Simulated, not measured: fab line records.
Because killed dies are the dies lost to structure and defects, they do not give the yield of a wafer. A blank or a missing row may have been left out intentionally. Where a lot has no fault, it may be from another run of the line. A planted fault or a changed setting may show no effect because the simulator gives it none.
Matching of chambers -- flow n5-finfet -- N5_MIM_TOP_ALD_00 on ald-hk-03 has 4 sister chambers
The step deposits Al2O3, purge time 3 s, co reactant pulse time 3 s. 4 wafers are shown with their chamber, then 7 later ones without.

== WAFERS WITH THEIR CHAMBER ==
wafer,chamber,precursor-pulse-height-rel
L083.2,3,1.015
L089.4,2,1.022
L094.4,1,0.993
L094.5,0,0.997

== WAFERS WITHOUT THEIR CHAMBER ==
wafer,precursor-pulse-height-rel
L094.6,0.995
L097.1,0.995
L097.4,1.021
L097.5,1.007
L096.1,0.994
L096.2,0.986
L096.3,0.979

== CHAMBER TAKEN BY EACH ==
wafer,from the rows above,in truth
L094.6,can't be placed: 0 or 1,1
L097.1,can't be placed: 0 or 1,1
L097.4,can't be placed: 2 or 3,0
L097.5,can't be placed: 3 or 0 or 1 or 2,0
L096.1,can't be placed: 1 or 0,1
L096.2,can't be placed: 1 or 0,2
L096.3,can't be placed: 1 or 0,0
Correctly placed: 0 of 7. These rows do not allow placing 7 (true chamber among the candidates in 5). Number placed wrongly: 0.
How it was worked out, from the rows above alone: a wafer's distance from a chamber is the root of the sum, over the readings, of the square of ((its reading less the chamber's mean) divided by the reading's scatter). If the next closest chamber is less than 2 further off than the closest, the wafer can't be placed; otherwise it belongs to the closest. A chamber's mean is the mean of its shown wafers. The scatter: root of mean squared gap, hidden wafer to nearest shown wafer, with one shown wafer a chamber.
